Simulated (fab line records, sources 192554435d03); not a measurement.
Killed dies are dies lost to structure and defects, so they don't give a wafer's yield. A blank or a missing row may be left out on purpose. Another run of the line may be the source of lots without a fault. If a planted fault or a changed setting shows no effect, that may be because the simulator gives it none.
Lot-split experiment :: flow n5 finfet :: on a route of 1938 steps: 7 lots, 21 wafers read

## THE SPLIT ITSELF
At N5_BEOL_M8_ILD_DEP_00 (deposits SiCOH lowk from DEMS/porogen, target thk 179.75 nm, time 33.4 s), the setting time s was moved away from the recipe's 33.4 s on 9 of the 21 wafers read, by -10.9% to +10.9%. All remaining wafers had this setting at the recipe value.

## SPLIT TO READING: what lies between them in the file, 1 step
- N5_BEOL_M8_CURE_74: cures SiCOH lowk, time 240 s

## THE READING
M8_ILD_THK, in nm, at N5_BEOL_M8_THK_MEAS_01. On this fab line, fault-free wafers typically give 154.4 nm with a standard deviation of 2.3 nm.

wafer: L075.1
tool, chamber at the split: pecvd-03, 1
time s as run, s: 33.4
against the recipe: recipe
M8_ILD_THK, nm: 153.7
against lot-mates on the recipe: -

wafer: L075.2
tool, chamber at the split: pecvd-03, 2
time s as run, s: 37.04
against the recipe: +10.9%
M8_ILD_THK, nm: 171.8
against lot-mates on the recipe: +17.6

wafer: L075.5
tool, chamber at the split: pecvd-03, 0
time s as run, s: 33.4
against the recipe: recipe
M8_ILD_THK, nm: 154.8
against lot-mates on the recipe: -

wafer: L079.2
tool, chamber at the split: pecvd-01, 1
time s as run, s: 33.4
against the recipe: recipe
M8_ILD_THK, nm: 152.8
against lot-mates on the recipe: -

wafer: L079.3
tool, chamber at the split: pecvd-01, 2
time s as run, s: 29.95
against the recipe: -10.3%
M8_ILD_THK, nm: 135.2
against lot-mates on the recipe: -17.6

wafer: L079.4
tool, chamber at the split: pecvd-01, 1
time s as run, s: 29.95
against the recipe: -10.3%
M8_ILD_THK, nm: 138.4
against lot-mates on the recipe: -14.4

wafer: L078.1
tool, chamber at the split: pecvd-03, 2
time s as run, s: 33.4
against the recipe: recipe
M8_ILD_THK, nm: 154.4
against lot-mates on the recipe: -

wafer: L078.2
tool, chamber at the split: pecvd-03, 0
time s as run, s: 33.4
against the recipe: recipe
M8_ILD_THK, nm: 154.7
against lot-mates on the recipe: -

wafer: L078.5
tool, chamber at the split: pecvd-03, 1
time s as run, s: 33.4
against the recipe: recipe
M8_ILD_THK, nm: 157.5
against lot-mates on the recipe: -

wafer: L085.1
tool, chamber at the split: pecvd-01, 1
time s as run, s: 31.78
against the recipe: -4.9%
M8_ILD_THK, nm: 143.0
against lot-mates on the recipe: -10.8

wafer: L085.5
tool, chamber at the split: pecvd-01, 0
time s as run, s: 33.4
against the recipe: recipe
M8_ILD_THK, nm: 153.9
against lot-mates on the recipe: -

wafer: L085.6
tool, chamber at the split: pecvd-01, 2
time s as run, s: 33.4
against the recipe: recipe
M8_ILD_THK, nm: 153.7
against lot-mates on the recipe: -

wafer: L090.2
tool, chamber at the split: pecvd-02, 0
time s as run, s: 35.64
against the recipe: +6.7%
M8_ILD_THK, nm: 162.1
against lot-mates on the recipe: +4.8

wafer: L090.5
tool, chamber at the split: pecvd-02, 1
time s as run, s: 33.4
against the recipe: recipe
M8_ILD_THK, nm: 154.1
against lot-mates on the recipe: -

wafer: L090.6
tool, chamber at the split: pecvd-02, 2
time s as run, s: 33.4
against the recipe: recipe
M8_ILD_THK, nm: 160.4
against lot-mates on the recipe: -

wafer: L096.1
tool, chamber at the split: pecvd-02, 0
time s as run, s: 34.93
against the recipe: +4.6%
M8_ILD_THK, nm: 161.3
against lot-mates on the recipe: +5.5

wafer: L096.4
tool, chamber at the split: pecvd-02, 0
time s as run, s: 33.4
against the recipe: recipe
M8_ILD_THK, nm: 155.8
against lot-mates on the recipe: -

wafer: L096.6
tool, chamber at the split: pecvd-02, 2
time s as run, s: 34.93
against the recipe: +4.6%
M8_ILD_THK, nm: 167.2
against lot-mates on the recipe: +11.4

wafer: L097.1
tool, chamber at the split: pecvd-01, 2
time s as run, s: 29.77
against the recipe: -10.9%
M8_ILD_THK, nm: 136.4
against lot-mates on the recipe: -16.6

wafer: L097.2
tool, chamber at the split: pecvd-01, 0
time s as run, s: 29.77
against the recipe: -10.9%
M8_ILD_THK, nm: 134.0
against lot-mates on the recipe: -19.0

wafer: L097.4
tool, chamber at the split: pecvd-01, 0
time s as run, s: 33.4
against the recipe: recipe
M8_ILD_THK, nm: 153.0
against lot-mates on the recipe: -

THE FIT
A straight line over all 21 wafers: M8_ILD_THK changes by +1.72 nm for each +1% of time s; r = +0.97; the points scatter about the line by 2.4 nm.
The same after taking each lot's own level away (the mean of its wafers on the recipe; 21 wafers): +1.57 nm for each +1%; r = +0.97; scatter 2.3 nm.
The reading moves by 17 nm for the largest change in time s, on that fit.
Across the lots, their own levels run from 152.80 to 157.25 nm, a range of 1.9 times the standard deviation given above.
Consequently the slope shifts little with the lot-to-lot level, the two slopes agreeing.
Check: with one of the wafers moved furthest among these (+10.9%) left out of the fit, the line predicts +16.5 nm for it against its lot-mates. It came out at +17.6 nm against them.

## OTHER SPLITS APPLIED TO THESE WAFERS
Before the reading, these wafers also passed through other splits. Each is held against what the fit with the lots' levels taken away leaves over:
other split on the same wafers: N5_BEOL_M4_COAT_62 spin rpm
wafers away from the commonest value: 7
r with M8_ILD_THK (lot level and that fit taken away): -0.14

other split on the same wafers: N5_BEOL_M5_ETCH_72 bias w
wafers away from the commonest value: 5
r with M8_ILD_THK (lot level and that fit taken away): -0.23

other split on the same wafers: N5_BEOL_M5_COAT_65 spin rpm
wafers away from the commonest value: 6
r with M8_ILD_THK (lot level and that fit taken away): -0.24

other split on the same wafers: N5_BEOL_M6_DESCUM_33 time s
wafers away from the commonest value: 6
r with M8_ILD_THK (lot level and that fit taken away): -0.07

## THE WHOLE CHAIN: every reading that the file lists as answering this split, in the file's order
step: N5_BEOL_M8_ILD_DEP_00
what it does: deposits SiCOH lowk from DEMS/porogen, target thk 179.75 nm, time 33.4 s
reading: SiCOH_lowk_of_BEOL_M8_ILD_DEP_00.thk nm (the simulator's own value, which no gauge read)
change (the file's fit): +1.78 nm for each +1% of the setting
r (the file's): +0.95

step: N5_BEOL_M8_CURE_74
what it does: cures SiCOH lowk, time 240 s
reading: SiCOH_lowk_of_BEOL_M8_ILD_DEP_00.thk nm (the simulator's own value, which no gauge read)
change (the file's fit): +1.55 nm for each +1% of the setting
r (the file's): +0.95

step: N5_BEOL_M8_THK_MEAS_01
what it does: 
reading: M8_ILD_THK
change (the file's fit): +1.56 for each +1% of the setting
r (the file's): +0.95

## FILE'S OWN FIT
M8_ILD_THK changes by +1.56 nm for each +1% of time s, r = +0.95.
